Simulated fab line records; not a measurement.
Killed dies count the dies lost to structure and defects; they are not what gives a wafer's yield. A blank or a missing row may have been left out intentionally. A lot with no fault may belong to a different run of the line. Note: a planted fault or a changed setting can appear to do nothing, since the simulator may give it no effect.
What tool caused it? :: flow nand-harc :: 21 lots, 63 wafers sampled, at 5 steps of a route of 1159

== WHAT THE GAUGES READ, wafer by wafer ==
NHARC_P_CONTACT_INSPECT_14.
lot: L074
measured: day 5 13:11
on: defect-inspect-02
raw-defect-count: 4 4 4

lot: L075
measured: day 6 00:41
on: defect-inspect-02
raw-defect-count: 3 6 4

lot: L076
measured: day 6 07:19
on: defect-inspect-01
raw-defect-count: 6 1 4

lot: L077
measured: day 6 06:17
on: defect-inspect-01
raw-defect-count: 3 3 3

lot: L078
measured: day 6 14:40
on: defect-inspect-02
raw-defect-count: 5 6 1

lot: L079
measured: day 7 02:52
on: defect-inspect-01
raw-defect-count: 5 3 7

lot: L080
measured: day 7 05:46
on: defect-inspect-02
raw-defect-count: 1 3 3

lot: L081
measured: day 7 06:04
on: defect-inspect-01
raw-defect-count: 5 2 1

lot: L082
measured: day 7 15:07
on: defect-inspect-01
raw-defect-count: 6 12 1

lot: L083
measured: day 7 22:56
on: defect-inspect-01
raw-defect-count: 3 2 3

lot: L084
measured: day 7 21:29
on: defect-inspect-01
raw-defect-count: 2 2 6

lot: L085
measured: day 8 21:02
on: defect-inspect-02
raw-defect-count: 2 2 6

lot: L086
measured: day 8 18:19
on: defect-inspect-02
raw-defect-count: 1 4 3

lot: L087
measured: day 8 19:32
on: defect-inspect-02
raw-defect-count: 6 6 10

lot: L088
measured: day 9 04:12
on: defect-inspect-02
raw-defect-count: 0 2 1

lot: L089
measured: day 9 13:20
on: defect-inspect-01
raw-defect-count: 4 6 1

lot: L090
measured: day 9 19:46
on: defect-inspect-01
raw-defect-count: 6 3 6

lot: L092
measured: day 10 03:04
on: defect-inspect-02
raw-defect-count: 9 7 6

lot: L094
measured: day 10 08:37
on: defect-inspect-02
raw-defect-count: 5 6 0

lot: L096
measured: day 11 11:26
on: defect-inspect-02
raw-defect-count: 8 9 6

lot: L097
measured: day 11 11:02
on: defect-inspect-02
raw-defect-count: 6 1 4

== TOOL THAT RAN EACH LOT (tool first, then ch and the chambers of the sampled wafers, then the start) ==
lot: L074
NHARC_P_ZERO_WELL_DESCUM_13: rie-diel-09 ch 0,2,3, day 1 13:23
NHARC_P_GATE_ETCH_114: rie-diel-11 ch 1,3, day 5 05:22 or earlier
NHARC_P_GATE_STRIP_111: plasma-asher-02 ch 0,1, day 5 05:22
NHARC_P_GATE_STRIP_76: plasma-asher-02 ch 0, day 5 07:26

lot: L075
NHARC_P_ZERO_WELL_DESCUM_13: rie-diel-08 ch 0,1,3, day 1 19:23
NHARC_P_GATE_ETCH_114: rie-diel-11 ch 0,2,3, day 5 17:17 or earlier
NHARC_P_GATE_STRIP_111: plasma-asher-01 ch 0,1, day 5 17:17
NHARC_P_GATE_STRIP_76: plasma-asher-01 ch 0,1, day 5 19:11

lot: L076
NHARC_P_ZERO_WELL_DESCUM_13: rie-diel-07 ch 0,3, day 2 01:31
NHARC_P_GATE_ETCH_114: rie-diel-12 ch 0,2,3, day 5 23:03 or earlier
NHARC_P_GATE_STRIP_111: plasma-asher-02 ch 0,1, day 5 23:03
NHARC_P_GATE_STRIP_76: plasma-asher-01 ch 0, day 6 01:07

lot: L077
NHARC_P_ZERO_WELL_DESCUM_13: rie-diel-07 ch 0,1,2, day 2 07:24
NHARC_P_GATE_ETCH_114: rie-diel-11 ch 0,2,3, day 5 22:37 or earlier
NHARC_P_GATE_STRIP_111: plasma-asher-02 ch 0,1, day 5 22:37
NHARC_P_GATE_STRIP_76: plasma-asher-02 ch 0,1, day 6 00:28

lot: L078
NHARC_P_ZERO_WELL_DESCUM_13: rie-diel-09 ch 0,3, day 2 13:24
NHARC_P_GATE_ETCH_114: rie-diel-12 ch 1,3, day 6 06:53 or earlier
NHARC_P_GATE_STRIP_111: plasma-asher-01 ch 0, day 6 06:53
NHARC_P_GATE_STRIP_76: plasma-asher-02 ch 0, day 6 08:55

lot: L079
NHARC_P_ZERO_WELL_DESCUM_13: rie-diel-07 ch 0,1,3, day 2 19:25
NHARC_P_GATE_ETCH_114: rie-diel-12 ch 1,2,3, day 6 19:08 or earlier
NHARC_P_GATE_STRIP_111: plasma-asher-02 ch 0,1, day 6 19:08
NHARC_P_GATE_STRIP_76: plasma-asher-02 ch 0,1, day 6 21:07

lot: L080
NHARC_P_ZERO_WELL_DESCUM_13: rie-diel-09 ch 1,2,3, day 3 01:25
NHARC_P_GATE_ETCH_114: rie-diel-11 ch 0,3, day 6 21:29 or earlier
NHARC_P_GATE_STRIP_111: plasma-asher-01 ch 0,1, day 6 21:29
NHARC_P_GATE_STRIP_76: plasma-asher-01 ch 0,1, day 6 23:28

lot: L081
NHARC_P_ZERO_WELL_DESCUM_13: rie-diel-08 ch 1,3, day 3 07:25
NHARC_P_GATE_ETCH_114: rie-diel-11 ch 0,1,2, day 6 22:01 or earlier
NHARC_P_GATE_STRIP_111: plasma-asher-02 ch 0,1, day 6 22:01
NHARC_P_GATE_STRIP_76: plasma-asher-01 ch 0,1, day 6 23:57

lot: L082
NHARC_P_ZERO_WELL_DESCUM_13: rie-diel-07 ch 1,2, day 3 13:25
NHARC_P_GATE_ETCH_114: rie-diel-11 ch 1,2, day 7 07:36 or earlier
NHARC_P_GATE_STRIP_111: plasma-asher-01 ch 0,1, day 7 07:36
NHARC_P_GATE_STRIP_76: plasma-asher-01 ch 0,1, day 7 09:26

lot: L083
NHARC_P_ZERO_WELL_DESCUM_13: rie-diel-09 ch 1,3, day 3 19:17
NHARC_P_GATE_ETCH_114: rie-diel-13 ch 0,3, day 7 15:01 or earlier
NHARC_P_GATE_STRIP_111: plasma-asher-02 ch 0,1, day 7 15:01
NHARC_P_GATE_STRIP_76: plasma-asher-01 ch 0,1, day 7 16:56

lot: L084
NHARC_P_ZERO_WELL_DESCUM_13: rie-diel-09 ch 1,2,3, day 4 01:17
NHARC_P_GATE_ETCH_114: rie-diel-11 ch 0,1,3, day 7 14:00 or earlier
NHARC_P_GATE_STRIP_111: plasma-asher-02 ch 0,1, day 7 14:00
NHARC_P_GATE_STRIP_76: plasma-asher-02 ch 0,1, day 7 16:02

lot: L085
NHARC_P_ZERO_WELL_DESCUM_13: rie-diel-08 ch 0,1,2, day 4 07:25
NHARC_P_GATE_ETCH_114: rie-diel-11 ch 2,3, day 8 13:19 or earlier
NHARC_P_GATE_STRIP_111: plasma-asher-01 ch 0,1, day 8 13:19
NHARC_P_GATE_STRIP_76: plasma-asher-01 ch 0,1, day 8 15:19

lot: L086
NHARC_P_ZERO_WELL_DESCUM_13: rie-diel-07 ch 0,2,3, day 4 13:17
NHARC_P_GATE_ETCH_114: rie-diel-11 ch 1,2,3, day 8 10:41 or earlier
NHARC_P_GATE_STRIP_111: plasma-asher-02 ch 0,1, day 8 10:41
NHARC_P_GATE_STRIP_76: plasma-asher-02 ch 0,1, day 8 12:40

lot: L087
NHARC_P_ZERO_WELL_DESCUM_13: rie-diel-09 ch 2,3, day 4 19:23
NHARC_P_GATE_ETCH_114: rie-diel-12 ch 0,1,2, day 8 11:55 or earlier
NHARC_P_GATE_STRIP_111: plasma-asher-02 ch 0,1, day 8 11:55
NHARC_P_GATE_STRIP_76: plasma-asher-02 ch 0,1, day 8 13:51

lot: L088
NHARC_P_ZERO_WELL_DESCUM_13: rie-diel-09 ch 0,2, day 5 01:17
NHARC_P_GATE_ETCH_114: rie-diel-13 ch 0,2,3, day 8 19:58 or earlier
NHARC_P_GATE_STRIP_111: plasma-asher-01 ch 0,1, day 8 19:58
NHARC_P_GATE_STRIP_76: plasma-asher-01 ch 0,1, day 8 21:57

lot: L089
NHARC_P_ZERO_WELL_DESCUM_13: rie-diel-09 ch 0,1,3, day 5 07:25
NHARC_P_GATE_ETCH_114: rie-diel-12 ch 0,2,3, day 9 05:31 or earlier
NHARC_P_GATE_STRIP_111: plasma-asher-02 ch 0,1, day 9 05:31
NHARC_P_GATE_STRIP_76: plasma-asher-01 ch 0,1, day 9 07:35

lot: L090
NHARC_P_ZERO_WELL_DESCUM_13: rie-diel-07 ch 2,3, day 5 13:25
NHARC_P_GATE_ETCH_114: rie-diel-12 ch 0,1,2, day 9 12:00 or earlier
NHARC_P_GATE_STRIP_111: plasma-asher-01 ch 0,1, day 9 12:00
NHARC_P_GATE_STRIP_76: plasma-asher-02 ch 0,1, day 9 14:09

lot: L092
NHARC_P_ZERO_WELL_DESCUM_13: rie-diel-09 ch 0,1, day 6 01:23
NHARC_P_GATE_ETCH_114: rie-diel-11 ch 0,2,3, day 9 19:25 or earlier
NHARC_P_GATE_STRIP_111: plasma-asher-01 ch 0,1, day 9 19:25
NHARC_P_GATE_STRIP_76: plasma-asher-01 ch 0,1, day 9 21:15

lot: L094
NHARC_P_ZERO_WELL_DESCUM_13: rie-diel-09 ch 0,1,3, day 6 13:26
NHARC_P_GATE_ETCH_114: rie-diel-11 ch 2,3, day 10 00:32 or earlier
NHARC_P_GATE_STRIP_111: plasma-asher-01 ch 0,1, day 10 00:32
NHARC_P_GATE_STRIP_76: plasma-asher-02 ch 0,1, day 10 02:38

lot: L096
NHARC_P_ZERO_WELL_DESCUM_13: rie-diel-08 ch 0,1,3, day 7 01:23
NHARC_P_GATE_ETCH_114: rie-diel-12 ch 0,2,3, day 11 02:33 or earlier
NHARC_P_GATE_STRIP_111: plasma-asher-01 ch 0,1, day 11 02:33
NHARC_P_GATE_STRIP_76: plasma-asher-01 ch 0,1, day 11 04:26

lot: L097
NHARC_P_ZERO_WELL_DESCUM_13: rie-diel-08 ch 0,2,3, day 7 07:16
NHARC_P_GATE_ETCH_114: rie-diel-11 ch 0,1, day 11 02:11 or earlier
NHARC_P_GATE_STRIP_111: plasma-asher-01 ch 0,1, day 11 02:11
NHARC_P_GATE_STRIP_76: plasma-asher-02 ch 0, day 11 04:13
- NHARC_P_ZERO_WELL_DESCUM_13: chemistry O2, time 3 s.
- NHARC_P_GATE_ETCH_114: etches the open film in CF4/O2, target depth 30 nm, overetch 3 nm, time 16.5 s.
- NHARC_P_GATE_STRIP_111: strips in N2/H2, time 250 s.
- NHARC_P_GATE_STRIP_76: strips in O2.

== AS READ BY THE TOOLS THEMSELVES (means over the sampled wafers that have a number; for cases with no such wafer, the mark the record gives instead) ==
NHARC_P_ZERO_WELL_DESCUM_13.
lot: L074
tool: rie-diel-09
chamber-pressure-mTorr (mTorr): 60.02
drypump-motor-current-A (A): 5.4
oes-product-au (a.u.): 0.998
rf-vpp-V (V): 57.7
showerhead-plenum-p-Torr (Torr): 1.97
throttle-valve-pct (%): 11.310

lot: L075
tool: rie-diel-08
chamber-pressure-mTorr (mTorr): 60.08
drypump-motor-current-A (A): 5.5
oes-product-au (a.u.): 0.990
rf-vpp-V (V): 58.5
showerhead-plenum-p-Torr (Torr): 1.95
throttle-valve-pct (%): 11.312

lot: L076
tool: rie-diel-07
chamber-pressure-mTorr (mTorr): 59.93
drypump-motor-current-A (A): 5.6
oes-product-au (a.u.): 0.982
rf-vpp-V (V): 57.3
showerhead-plenum-p-Torr (Torr): 1.96
throttle-valve-pct (%): 11.317

lot: L077
tool: rie-diel-07
chamber-pressure-mTorr (mTorr): 59.99
drypump-motor-current-A (A): 5.9
oes-product-au (a.u.): 0.981
rf-vpp-V (V): 57.7
showerhead-plenum-p-Torr (Torr): 1.90
throttle-valve-pct (%): 11.308

lot: L078
tool: rie-diel-09
chamber-pressure-mTorr (mTorr): 59.96
drypump-motor-current-A (A): 5.2
oes-product-au (a.u.): 0.997
rf-vpp-V (V): 57.6
showerhead-plenum-p-Torr (Torr): 1.91
throttle-valve-pct (%): 11.299

lot: L079
tool: rie-diel-07
chamber-pressure-mTorr (mTorr): 60.00
drypump-motor-current-A (A): 5.6
oes-product-au (a.u.): 0.979
rf-vpp-V (V): 57.8
showerhead-plenum-p-Torr (Torr): 1.96
throttle-valve-pct (%): 11.314

lot: L080
tool: rie-diel-09
chamber-pressure-mTorr (mTorr): 60.03
drypump-motor-current-A (A): 5.4
oes-product-au (a.u.): 0.991
rf-vpp-V (V): 57.7
showerhead-plenum-p-Torr (Torr): 2.02
throttle-valve-pct (%): 11.306

lot: L081
tool: rie-diel-08
chamber-pressure-mTorr (mTorr): 59.99
drypump-motor-current-A (A): 5.7
oes-product-au (a.u.): 0.990
rf-vpp-V (V): 58.8
showerhead-plenum-p-Torr (Torr): 1.90
throttle-valve-pct (%): 11.315

lot: L082
tool: rie-diel-07
chamber-pressure-mTorr (mTorr): 60.03
drypump-motor-current-A (A): 5.8
oes-product-au (a.u.): 1.016
rf-vpp-V (V): 57.8
showerhead-plenum-p-Torr (Torr): 1.90
throttle-valve-pct (%): 11.314

lot: L083
tool: rie-diel-09
chamber-pressure-mTorr (mTorr): 60.03
drypump-motor-current-A (A): 5.2
oes-product-au (a.u.): 0.996
rf-vpp-V (V): 58.0
showerhead-plenum-p-Torr (Torr): 2.03
throttle-valve-pct (%): 11.311

lot: L084
tool: rie-diel-09
chamber-pressure-mTorr (mTorr): 59.97
drypump-motor-current-A (A): 5.4
oes-product-au (a.u.): 0.996
rf-vpp-V (V): 58.2
showerhead-plenum-p-Torr (Torr): 2.02
throttle-valve-pct (%): 11.311

lot: L085
tool: rie-diel-08
chamber-pressure-mTorr (mTorr): 60.03
drypump-motor-current-A (A): 5.6
oes-product-au (a.u.): 0.994
rf-vpp-V (V): 58.5
showerhead-plenum-p-Torr (Torr): 1.89
throttle-valve-pct (%): 11.312

lot: L086
tool: rie-diel-07
chamber-pressure-mTorr (mTorr): 59.98
drypump-motor-current-A (A): 5.9
oes-product-au (a.u.): 1.005
rf-vpp-V (V): 58.1
showerhead-plenum-p-Torr (Torr): 1.94
throttle-valve-pct (%): 11.311

lot: L087
tool: rie-diel-09
chamber-pressure-mTorr (mTorr): 60.04
drypump-motor-current-A (A): 5.7
oes-product-au (a.u.): 0.993
rf-vpp-V (V): 57.3
showerhead-plenum-p-Torr (Torr): 2.02
throttle-valve-pct (%): 11.318

lot: L088
tool: rie-diel-09
chamber-pressure-mTorr (mTorr): 60.05
drypump-motor-current-A (A): 5.7
oes-product-au (a.u.): 1.001
rf-vpp-V (V): 58.0
showerhead-plenum-p-Torr (Torr): 1.96
throttle-valve-pct (%): 11.312

lot: L089
tool: rie-diel-09
chamber-pressure-mTorr (mTorr): 60.00
drypump-motor-current-A (A): 5.2
oes-product-au (a.u.): 1.008
rf-vpp-V (V): 58.3
showerhead-plenum-p-Torr (Torr): 1.96
throttle-valve-pct (%): 11.315

lot: L090
tool: rie-diel-07
chamber-pressure-mTorr (mTorr): 59.99
drypump-motor-current-A (A): 6.1
oes-product-au (a.u.): 1.007
rf-vpp-V (V): 57.1
showerhead-plenum-p-Torr (Torr): 1.92
throttle-valve-pct (%): 11.305

lot: L092
tool: rie-diel-09
chamber-pressure-mTorr (mTorr): 59.99
drypump-motor-current-A (A): 5.2
oes-product-au (a.u.): 1.004
rf-vpp-V (V): 57.8
showerhead-plenum-p-Torr (Torr): 1.90
throttle-valve-pct (%): 11.310

lot: L094
tool: rie-diel-09
chamber-pressure-mTorr (mTorr): 60.03
drypump-motor-current-A (A): 5.2
oes-product-au (a.u.): 1.012
rf-vpp-V (V): 57.8
showerhead-plenum-p-Torr (Torr): 1.96
throttle-valve-pct (%): 11.314

lot: L096
tool: rie-diel-08
chamber-pressure-mTorr (mTorr): 60.01
drypump-motor-current-A (A): 5.5
oes-product-au (a.u.): 1.006
rf-vpp-V (V): 58.5
showerhead-plenum-p-Torr (Torr): 1.94
throttle-valve-pct (%): 11.317

lot: L097
tool: rie-diel-08
chamber-pressure-mTorr (mTorr): 60.04
drypump-motor-current-A (A): 5.4
oes-product-au (a.u.): 0.998
rf-vpp-V (V): 58.6
showerhead-plenum-p-Torr (Torr): 1.92
throttle-valve-pct (%): 11.311

NHARC_P_GATE_ETCH_114.
lot: L074
tool: rie-diel-11
bias-w (W): 99.69
chamber-pressure-mTorr (mTorr): 30.008
drypump-motor-current-A (A): 6.4
oes_ar_750_au (a.u.): 1.000
oes-product-au (a.u.): 1.006
rf-vpp-V (V): 197.3
showerhead-plenum-p-Torr (Torr): 1.32
throttle-valve-pct (%): 13.399

lot: L075
tool: rie-diel-11
bias-w (W): 99.94
chamber-pressure-mTorr (mTorr): 29.986
drypump-motor-current-A (A): 5.7
oes_ar_750_au (a.u.): 0.999
oes-product-au (a.u.): 0.987
rf-vpp-V (V): 198.4
showerhead-plenum-p-Torr (Torr): 1.34
throttle-valve-pct (%): 13.390

lot: L076
tool: rie-diel-12
bias-w (W): 100.11
chamber-pressure-mTorr (mTorr): 29.987
drypump-motor-current-A (A): 5.8
oes_ar_750_au (a.u.): 1.002
oes-product-au (a.u.): 0.999
rf-vpp-V (V): 195.6
showerhead-plenum-p-Torr (Torr): 1.25
throttle-valve-pct (%): 13.389

lot: L077
tool: rie-diel-11
bias-w (W): 99.75
chamber-pressure-mTorr (mTorr): 29.992
drypump-motor-current-A (A): 5.7
oes_ar_750_au (a.u.): 0.999
oes-product-au (a.u.): 0.985
rf-vpp-V (V): 197.1
showerhead-plenum-p-Torr (Torr): 1.34
throttle-valve-pct (%): 13.392

lot: L078
tool: rie-diel-12
bias-w (W): 99.86
chamber-pressure-mTorr (mTorr): 29.966
drypump-motor-current-A (A): 6.0
oes_ar_750_au (a.u.): 1.000
oes-product-au (a.u.): 1.002
rf-vpp-V (V): 196.0
showerhead-plenum-p-Torr (Torr): 1.27
throttle-valve-pct (%): 13.399

lot: L079
tool: rie-diel-12
bias-w (W): 99.73
chamber-pressure-mTorr (mTorr): 30.020
drypump-motor-current-A (A): 6.1
oes_ar_750_au (a.u.): 0.998
oes-product-au (a.u.): 1.005
rf-vpp-V (V): 197.1
showerhead-plenum-p-Torr (Torr): 1.27
throttle-valve-pct (%): 13.399

lot: L080
tool: rie-diel-11
bias-w (W): 100.02
chamber-pressure-mTorr (mTorr): 30.008
drypump-motor-current-A (A): 6.2
oes_ar_750_au (a.u.): 1.002
oes-product-au (a.u.): 1.015
rf-vpp-V (V): 197.8
showerhead-plenum-p-Torr (Torr): 1.35
throttle-valve-pct (%): 13.406

lot: L081
tool: rie-diel-11
bias-w (W): 100.18
chamber-pressure-mTorr (mTorr): 29.999
drypump-motor-current-A (A): 5.8
oes_ar_750_au (a.u.): 0.997
oes-product-au (a.u.): 0.996
rf-vpp-V (V): 198.0
showerhead-plenum-p-Torr (Torr): 1.36
throttle-valve-pct (%): 13.392

lot: L082
tool: rie-diel-11
bias-w (W): 99.87
chamber-pressure-mTorr (mTorr): 30.011
drypump-motor-current-A (A): 6.0
oes_ar_750_au (a.u.): 1.000
oes-product-au (a.u.): 0.992
rf-vpp-V (V): 198.7
showerhead-plenum-p-Torr (Torr): 1.33
throttle-valve-pct (%): 13.397

lot: L083
tool: rie-diel-13
bias-w (W): 100.11
chamber-pressure-mTorr (mTorr): 29.971
drypump-motor-current-A (A): 6.0
oes_ar_750_au (a.u.): 1.003
oes-product-au (a.u.): 1.031
rf-vpp-V (V): 199.9
showerhead-plenum-p-Torr (Torr): 1.41
throttle-valve-pct (%): 13.395

lot: L084
tool: rie-diel-11
bias-w (W): 100.04
chamber-pressure-mTorr (mTorr): 29.993
drypump-motor-current-A (A): 6.3
oes_ar_750_au (a.u.): 1.002
oes-product-au (a.u.): 0.995
rf-vpp-V (V): 198.8
showerhead-plenum-p-Torr (Torr): 1.36
throttle-valve-pct (%): 13.404

lot: L085
tool: rie-diel-11
bias-w (W): 100.13
chamber-pressure-mTorr (mTorr): 29.996
drypump-motor-current-A (A): 5.3
oes_ar_750_au (a.u.): 1.000
oes-product-au (a.u.): 0.989
rf-vpp-V (V): 197.0
showerhead-plenum-p-Torr (Torr): 1.30
throttle-valve-pct (%): 13.400

lot: L086
tool: rie-diel-11
bias-w (W): 100.32
chamber-pressure-mTorr (mTorr): 29.990
drypump-motor-current-A (A): 5.9
oes_ar_750_au (a.u.): 1.003
oes-product-au (a.u.): 0.994
rf-vpp-V (V): 198.5
showerhead-plenum-p-Torr (Torr): 1.32
throttle-valve-pct (%): 13.397

lot: L087
tool: rie-diel-12
bias-w (W): 99.94
chamber-pressure-mTorr (mTorr): 29.998
drypump-motor-current-A (A): 5.8
oes_ar_750_au (a.u.): 0.999
oes-product-au (a.u.): 1.006
rf-vpp-V (V): 196.6
showerhead-plenum-p-Torr (Torr): 1.26
throttle-valve-pct (%): 13.396

lot: L088
tool: rie-diel-13
bias-w (W): 100.10
chamber-pressure-mTorr (mTorr): 29.994
drypump-motor-current-A (A): 6.1
oes_ar_750_au (a.u.): 1.000
oes-product-au (a.u.): 1.014
rf-vpp-V (V): 197.9
showerhead-plenum-p-Torr (Torr): 1.36
throttle-valve-pct (%): 13.394

lot: L089
tool: rie-diel-12
bias-w (W): 100.01
chamber-pressure-mTorr (mTorr): 29.999
drypump-motor-current-A (A): 5.8
oes_ar_750_au (a.u.): 0.998
oes-product-au (a.u.): 1.012
rf-vpp-V (V): 196.2
showerhead-plenum-p-Torr (Torr): 1.25
throttle-valve-pct (%): 13.404

lot: L090
tool: rie-diel-12
bias-w (W): 100.06
chamber-pressure-mTorr (mTorr): 30.004
drypump-motor-current-A (A): 5.8
oes_ar_750_au (a.u.): 1.003
oes-product-au (a.u.): 1.000
rf-vpp-V (V): 196.1
showerhead-plenum-p-Torr (Torr): 1.26
throttle-valve-pct (%): 13.405

lot: L092
tool: rie-diel-11
bias-w (W): 100.03
chamber-pressure-mTorr (mTorr): 30.002
drypump-motor-current-A (A): 5.7
oes_ar_750_au (a.u.): 0.999
oes-product-au (a.u.): 0.994
rf-vpp-V (V): 197.7
showerhead-plenum-p-Torr (Torr): 1.34
throttle-valve-pct (%): 13.395

lot: L094
tool: rie-diel-11
bias-w (W): 100.11
chamber-pressure-mTorr (mTorr): 29.983
drypump-motor-current-A (A): 5.3
oes_ar_750_au (a.u.): 0.997
oes-product-au (a.u.): 0.987
rf-vpp-V (V): 196.8
showerhead-plenum-p-Torr (Torr): 1.30
throttle-valve-pct (%): 13.390

lot: L096
tool: rie-diel-12
bias-w (W): 99.97
chamber-pressure-mTorr (mTorr): 30.001
drypump-motor-current-A (A): 5.8
oes_ar_750_au (a.u.): 0.999
oes-product-au (a.u.): 1.003
rf-vpp-V (V): 197.2
showerhead-plenum-p-Torr (Torr): 1.32
throttle-valve-pct (%): 13.394

lot: L097
tool: rie-diel-11
bias-w (W): 99.80
chamber-pressure-mTorr (mTorr): 29.983
drypump-motor-current-A (A): 6.4
oes_ar_750_au (a.u.): 1.002
oes-product-au (a.u.): 0.995
rf-vpp-V (V): 198.7
showerhead-plenum-p-Torr (Torr): 1.37
throttle-valve-pct (%): 13.392

NHARC_P_GATE_STRIP_111.
lot: L074
tool: plasma-asher-02
drypump-motor-current-A (A): 5.9
heater-power-w (W): 89

lot: L075
tool: plasma-asher-01
drypump-motor-current-A (A): 5.1
heater-power-w (W): 107

lot: L076
tool: plasma-asher-02
drypump-motor-current-A (A): 5.9
heater-power-w (W): 90

lot: L077
tool: plasma-asher-02
drypump-motor-current-A (A): 5.8
heater-power-w (W): 91

lot: L078
tool: plasma-asher-01
drypump-motor-current-A (A): 5.0
heater-power-w (W): 114

lot: L079
tool: plasma-asher-02
drypump-motor-current-A (A): 5.9
heater-power-w (W): 89

lot: L080
tool: plasma-asher-01
drypump-motor-current-A (A): 5.3
heater-power-w (W): 101

lot: L081
tool: plasma-asher-02
drypump-motor-current-A (A): 5.8
heater-power-w (W): 92

lot: L082
tool: plasma-asher-01
drypump-motor-current-A (A): 5.1
heater-power-w (W): 108

lot: L083
tool: plasma-asher-02
drypump-motor-current-A (A): 5.8
heater-power-w (W): 92

lot: L084
tool: plasma-asher-02
drypump-motor-current-A (A): 5.9
heater-power-w (W): 90

lot: L085
tool: plasma-asher-01
drypump-motor-current-A (A): 5.1
heater-power-w (W): 108

lot: L086
tool: plasma-asher-02
drypump-motor-current-A (A): 5.8
heater-power-w (W): 92

lot: L087
tool: plasma-asher-02
drypump-motor-current-A (A): 5.8
heater-power-w (W): 92

lot: L088
tool: plasma-asher-01
drypump-motor-current-A (A): 5.3
heater-power-w (W): 102

lot: L089
tool: plasma-asher-02
drypump-motor-current-A (A): 5.8
heater-power-w (W): 92

lot: L090
tool: plasma-asher-01
drypump-motor-current-A (A): 5.1
heater-power-w (W): 108

lot: L092
tool: plasma-asher-01
drypump-motor-current-A (A): 5.2
heater-power-w (W): 101

lot: L094
tool: plasma-asher-01
drypump-motor-current-A (A): 5.3
heater-power-w (W): 101

lot: L096
tool: plasma-asher-01
drypump-motor-current-A (A): 5.3
heater-power-w (W): 102

lot: L097
tool: plasma-asher-01
drypump-motor-current-A (A): 5.3
heater-power-w (W): 101

NHARC_P_GATE_STRIP_76.
lot: L074
tool: plasma-asher-02
drypump-motor-current-A (A): 5.8
heater-power-w (W): 356

lot: L075
tool: plasma-asher-01
drypump-motor-current-A (A): 5.1
heater-power-w (W): 409

lot: L076
tool: plasma-asher-01
drypump-motor-current-A (A): 5.0
heater-power-w (W): 421

lot: L077
tool: plasma-asher-02
drypump-motor-current-A (A): 5.8
heater-power-w (W): 344

lot: L078
tool: plasma-asher-02
drypump-motor-current-A (A): 5.8
heater-power-w (W): 361

lot: L079
tool: plasma-asher-02
drypump-motor-current-A (A): 5.8
heater-power-w (W): 346

lot: L080
tool: plasma-asher-01
drypump-motor-current-A (A): 5.3
heater-power-w (W): 374

lot: L081
tool: plasma-asher-01
drypump-motor-current-A (A): 5.2
heater-power-w (W): 404

lot: L082
tool: plasma-asher-01
drypump-motor-current-A (A): 5.1
heater-power-w (W): 401

lot: L083
tool: plasma-asher-01
drypump-motor-current-A (A): 5.3
heater-power-w (W): 381

lot: L084
tool: plasma-asher-02
drypump-motor-current-A (A): 5.9
heater-power-w (W): 335

lot: L085
tool: plasma-asher-01
drypump-motor-current-A (A): 5.1
heater-power-w (W): 408

lot: L086
tool: plasma-asher-02
drypump-motor-current-A (A): 5.9
heater-power-w (W): 333

lot: L087
tool: plasma-asher-02
drypump-motor-current-A (A): 5.8
heater-power-w (W): 346

lot: L088
tool: plasma-asher-01
drypump-motor-current-A (A): 5.2
heater-power-w (W): 399

lot: L089
tool: plasma-asher-01
drypump-motor-current-A (A): 5.1
heater-power-w (W): 398

lot: L090
tool: plasma-asher-02
drypump-motor-current-A (A): 5.8
heater-power-w (W): 343

lot: L092
tool: plasma-asher-01
drypump-motor-current-A (A): 5.3
heater-power-w (W): 377

lot: L094
tool: plasma-asher-02
drypump-motor-current-A (A): 5.8
heater-power-w (W): 345

lot: L096
tool: plasma-asher-01
drypump-motor-current-A (A): 5.3
heater-power-w (W): 378

lot: L097
tool: plasma-asher-02
drypump-motor-current-A (A): 5.8
heater-power-w (W): 354

== THE ANSWER, worked out from the rows above alone ==
Rule: what is usual is taken from the lots themselves. Put in order of their means at a reading, lots are off if they are a third of the lots or fewer, leave a main group of 4 or more, and stand apart from it by a gap of 3 or more times the standard deviation of the main group's means; of several such gaps the widest counts. Not used: any main group whose means are identical at the precision the tables above print for the reading. Also off: a lot with no number at a reading for which 4 or more lots have one. Where the step has rows for the other lots, those lots are counted as sound. First the gauges in route order, then the tools' own readings, where a lot's mean is used as printed above. The first step at which some lot is off is used, and at that step the reading that is off furthest; a lot without a number counts as furthest.
Across all readings shown, no lot is off: no conclusion can be drawn from this.

== WHAT THE SIMULATOR PUT IN ==
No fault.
